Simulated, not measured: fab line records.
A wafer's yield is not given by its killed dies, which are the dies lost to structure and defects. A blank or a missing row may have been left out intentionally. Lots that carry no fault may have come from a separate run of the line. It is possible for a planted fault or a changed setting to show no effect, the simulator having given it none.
Comparing a struck lot with a sound one / flow n5 finfet / 16 steps out of a route of 1938
Sound: wafers L739.2, L739.3, L739.6. Struck: wafers L753.2, L753.5, L753.6. The cause comes at the end.
At each step with rows: each side's tool, then ch and its chambers, then its first start. Under that, the readings that differ: sound wafers / struck wafers / difference of the means / sigmas: that difference in standard deviations of wafers without a fault.
alike: words and numbers the same on both sides, and readings whose means are apart by under 2 such deviations; not compared: readings that were withheld, readings missing a value for some wafer, numbers with overlapping values and no deviation given by the record, and bounds like >300 which may hide the same value.
A row with sigmas, a row that says differs or no value, or rows on one side alone: a step with any of these is where the two part. When numbers do not overlap yet have no deviation, they are printed without sigmas and do not part them. Lack of a reading on every wafer of one side parts them only where that side has two or more wafers.

first, 6 steps without rows for these wafers: N5_BEOL_M2_COAT_22 (resist thk 30 nm); N5_BEOL_M2_EBR_24; N5_BEOL_M2_SOFTBAKE_23 (time 60 s); N5_BEOL_M2_EXPOSE_25 (exposes mask V1, defocus 5 nm); N5_BEOL_M2_PEB_26 (peb time 60 s); N5_BEOL_M2_DEVELOP_27 (develop time 30 s).
N5_BEOL_M2_CD_MEAS_28: target cd 26.2 nm, target cd y 24.1 nm.
  sound on cd sem-01 ch 0, day 7 16:37; struck on cd sem-02 ch 0, day 11 10:49
  alike: cd nm
N5_BEOL_M2_OVL_MEAS_29:
  sound on overlay-02 ch 0, day 7 16:40; struck on overlay-01 ch 0, day 11 10:51
  alike: V1_OVL
N5_BEOL_M2_INSPECT_30: inspects for defects (brightfield).
  sound: defect inspect-02 at day 7 16:43; struck: defect inspect-01 at day 11 10:55
  alike: raw defect count
N5_BEOL_M2_DESCUM_33: chemistry O2, time 7 s.
  sound on rie diel-06 ch 1,3, day 7 16:55; struck on rie diel-06 ch 0,1,2, day 11 11:23
  alike: drypump motor current A, oes product au, rf vpp V, showerhead plenum p Torr, throttle valve pct
  not compared: rf hours counter h
N5_BEOL_M2_ETCH_77: etches underlayer in N2/H2, target depth 6.5 nm, time 5.2 s.
  sound on rie diel-06 ch 1,3, day 7 16:58; struck on rie diel-06 ch 0,1,2, day 11 11:25
  alike: drypump motor current A, etch rf on time s, oes product au, rf vpp V, showerhead plenum p Torr, throttle valve pct
  not compared: rf hours counter h
N5_BEOL_M2_ETCH_69: etches SiARC in CF4, target depth 15.6 nm, time 26 s.
  sound on rie diel-06 ch 1,3, day 7 16:58; struck on rie diel-06 ch 0,1,2, day 11 11:26
  alike: drypump motor current A, etch rf on time s, oes product au, rf vpp V, showerhead plenum p Torr, throttle valve pct
  not compared: rf hours counter h
N5_BEOL_M2_ALD_98: deposits SiO2, target thk 2.5 nm, pulse time 1 s, co reactant pulse time 1 s.
  sound on ald sin-03 ch 1,2,3, day 7 17:03; struck on ald sin-03 ch 0,1,3, day 11 11:31
reading=susceptor temp C (C); sound=100.09 99.94 99.86; struck=103.49 103.66 103.73; difference=+3.66; sigmas=+28
  alike: heater power w, precursor pulse height rel
N5_BEOL_M2_ETCHBACK_99: etches SiO2 in CHF3, target depth 5 nm, time 10.4 s.
  sound on rie diel-06 ch 0,2, day 8 06:34; struck on rie diel-06 ch 2,3, day 11 14:38
  alike: drypump motor current A, oes product au, rf vpp V, showerhead plenum p Torr, throttle valve pct
  not compared: rf hours counter h
-- here the record skips 2 days between the struck wafers' starts before and after, leaving off in module BEOL_M2 and picking up in module BEOL_M4 (first step shown: number 1111 of the route) --
N5_BEOL_M4_RC_MEAS_101:
  sound on prober-01 ch 0, day 10 11:33; struck on prober-02 ch 0, day 13 18:16
  alike: DIBL_N, DIBL_P, IOFF_N, IOFF_P, ION_N, ION_P, SS_N, SS_P, VT_N, VT_P
-- record jumps: 5 days separate the struck wafers' starts on either side; left off in module BEOL_M4, taken up again in module PASSIVATION, whose first shown step is the route's number 1936 --
N5_PASSIVATION_PROBE_49:
  sound: prober-01 at day 15 20:45; struck: prober-01 at day 18 08:19
  alike: defect limited yield, killed_at_M0_to_M3, killed_at_M4_up, killed at contacts, killed at front end, killed at other, killed dies, killed on rim, killed open, killed short, sort_bin_5_function, sort_bin_6_memory, sort n pass, sort yield pct

WHERE THEY PART
Only at N5_BEOL_M2_ALD_98, within this record. Later steps at which nothing parts them and some readings are alike: N5_BEOL_M2_ETCHBACK_99, N5_BEOL_M4_RC_MEAS_101, N5_PASSIVATION_PROBE_49.

WHY: whatever the simulator had introduced
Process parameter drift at N5_BEOL_M2_ALD_98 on ald sin-03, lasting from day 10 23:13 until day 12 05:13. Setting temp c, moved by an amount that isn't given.
